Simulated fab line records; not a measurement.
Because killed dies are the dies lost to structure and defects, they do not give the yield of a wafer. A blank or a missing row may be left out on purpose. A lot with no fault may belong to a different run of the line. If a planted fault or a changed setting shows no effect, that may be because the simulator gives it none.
Split-lot trial | flow n5 finfet | 7 lots, 39 wafers read, on a route of 1938 steps

## THE SPLIT
At N5_HKMG_FIN_ALD_79 (deposits TiN, target thk 1.5 nm, pulse time 1 s, purge time 3 s), the setting ald cycles was moved away from the recipe's 68 on 12 of the 39 wafers read, by -33.8% to +25.0%. All remaining wafers had this setting at the recipe value.

## FROM THE SPLIT TO THE READING: what the file shows between them, 3 steps
- N5_HKMG_FIN_CVD_62: deposits a-Si from Si2H6, target thk 3 nm, time 20.8 s
- N5_HKMG_FIN_RTA_80: time 2 s
- N5_HKMG_FIN_PRECLEAN_64: cleans in dHF, time 30 s

## THE READING
TiN_of_HKMG_FIN_ALD_79.thk nm (the simulator's own value, which no gauge read), in nm, at N5_HKMG_FIN_WET_ETCH_65 (etches a-Si in TMAH, stops on TiN, time 49 s, target depth 3 nm). The file gives no usual value for it. Here, 27 wafers ran the recipe; their average is 1.2 nm with a standard deviation of 0.083 nm.

wafer  | tool, chamber at the split | ald cycles as run | against the recipe | TiN_of_HKMG_FIN_ALD_79.thk nm, nm | against lot-mates on the recipe
L074.1 | ald metal-02, 2,0,0        | 46                | -32.4%             | 0.8                               | -0.4
L074.3 | ald metal-02, 2,0,0        | 46                | -32.4%             | 0.8                               | -0.4
L074.5 | ald metal-02, 2,0,0        | 46                | -32.4%             | 0.8                               | -0.4
L074.2 | ald metal-02, 1            | 68                | recipe             | 1.2                               | -
L074.4 | ald metal-02, 3            | 68                | recipe             | 1.2                               | -
L074.6 | ald metal-02, 3            | 68                | recipe             | 1.2                               | -
L078.1 | ald metal-03, 3,1,2        | 68                | recipe             | 1.2                               | -
L078.4 | ald metal-03, 3,1,2        | 68                | recipe             | 1.2                               | -
L078.5 | ald metal-03, 3,1,2        | 68                | recipe             | 1.2                               | -
L078.2 | ald metal-03, 2,0,3        | 45                | -33.8%             | 0.8                               | -0.4
L078.3 | ald metal-03, 2,0,3        | 45                | -33.8%             | 0.8                               | -0.4
L078.6 | ald metal-03, 2,0,3        | 45                | -33.8%             | 0.8                               | -0.4
L090.1 | ald metal-02, 1,0,1        | 85                | +25.0%             | 1.6                               | +0.3
L090.5 | ald metal-02, 1,0,1        | 85                | +25.0%             | 1.6                               | +0.3
L090.6 | ald metal-02, 1,0,1        | 85                | +25.0%             | 1.6                               | +0.3
L090.2 | ald metal-02, 3,0,2        | 68                | recipe             | 1.2                               | -
L090.3 | ald metal-02, 3,0,2        | 68                | recipe             | 1.4                               | -
L090.4 | ald metal-02, 3,0,2        | 68                | recipe             | 1.4                               | -
L091.1 | ald metal-02, 3,0,2,1,1,2  | 68                | recipe             | 1.4                               | -
L091.3 | ald metal-02, 3,0,2,1,1,2  | 68                | recipe             | 1.4                               | -
L091.4 | ald metal-02, 3,0,2,1,1,2  | 68                | recipe             | 1.4                               | -
L091.6 | ald metal-02, 3,0,2,1,1,2  | 68                | recipe             | 1.4                               | -
L091.2 | ald metal-02, 3,0,2,1,1,2  | 68                | recipe             | 1.2                               | -
L091.5 | ald metal-02, 3,0,2,1,1,2  | 68                | recipe             | 1.2                               | -
L094.2 | ald metal-03, 0,3,2        | 68                | recipe             | 1.2                               | -
L094.4 | ald metal-03, 0,3,2        | 68                | recipe             | 1.2                               | -
L094.6 | ald metal-03, 0,3,2        | 68                | recipe             | 1.2                               | -
L095.1 | ald metal-02, 3,2,1,1      | 68                | recipe             | 1.2                               | -
L095.2 | ald metal-02, 3,2,1,1      | 68                | recipe             | 1.2                               | -
L095.3 | ald metal-02, 0,2          | 68                | recipe             | 1.2                               | -
L095.4 | ald metal-02, 3,2,1,1      | 68                | recipe             | 1.2                               | -
L095.5 | ald metal-02, 0,2          | 68                | recipe             | 1.2                               | -
L095.6 | ald metal-02, 3,2,1,1      | 68                | recipe             | 1.2                               | -
L097.1 | ald metal-02, 1,0          | 68                | recipe             | 1.2                               | -
L097.2 | ald metal-02, 2            | 68                | recipe             | 1.2                               | -
L097.3 | ald metal-02, 1,0          | 68                | recipe             | 1.2                               | -
L097.4 | ald metal-02, 3,3,2        | 47                | -30.9%             | 0.8                               | -0.4
L097.5 | ald metal-02, 3,3,2        | 47                | -30.9%             | 0.8                               | -0.4
L097.6 | ald metal-02, 3,3,2        | 47                | -30.9%             | 0.8                               | -0.4
If several chambers appear in one row, that row covers several wafers at once and the file leaves open which wafer was in which chamber.

FIT RESULTS
A straight line over all 39 wafers: TiN_of_HKMG_FIN_ALD_79.thk nm changes by +0.0138 nm for each +1% of ald cycles; r = +0.95; the points scatter about the line by 0.072 nm.
The same after taking each lot's own level away (the mean of its wafers on the recipe; 39 wafers): +0.012 nm for each +1%; r = +0.97; scatter 0.048 nm.
That fit puts the effect of the largest move of ald cycles on the reading at 0.4 nm.
The span of the lots' own levels, 1.20 to 1.33 nm, comes to 1.6 times the standard deviation stated above.
Hence the slope depends on the lot-to-lot level, as the two fits are not the same.
Check: for one of the wafers moved furthest among these (-33.8%), held out of the fit, the line's prediction against its lot-mates is -0.411 nm. It came out at -0.4 nm against them.

## FURTHER SPLITS ON THESE WAFERS
Before the reading, these wafers also passed through other splits. Each is held against what the fit with the lots' levels taken away leaves over:
other split on the same wafers       | wafers away from the commonest value | r with TiN_of_HKMG_FIN_ALD_79.thk nm (lot level and that fit taken away)
N5_DUMMY_GATE_ETCH_31 target depth a | 12                                   | +0.13

## THE WHOLE CHAIN: every reading that the file lists as answering this split, in the file's order
step                    | what it does                                                    | reading                                                                        | change (the file's fit)                | r (the file's)
N5_HKMG_FIN_ALD_79      | deposits TiN, target thk 1.5 nm, pulse time 1 s, purge time 3 s | TiN_of_HKMG_FIN_ALD_79.thk nm (the simulator's own value, which no gauge read) | +0.0133 nm for each +1% of the setting | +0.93
N5_HKMG_FIN_WET_ETCH_65 | etches a-Si in TMAH, stops on TiN, time 49 s, target depth 3 nm | TiN_of_HKMG_FIN_ALD_79.thk nm (the simulator's own value, which no gauge read) | +0.0121 nm for each +1% of the setting | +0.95

## THE FILE'S OWN FIT
TiN_of_HKMG_FIN_ALD_79.thk nm changes by +0.0121 nm for each +1% of ald cycles, r = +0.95.
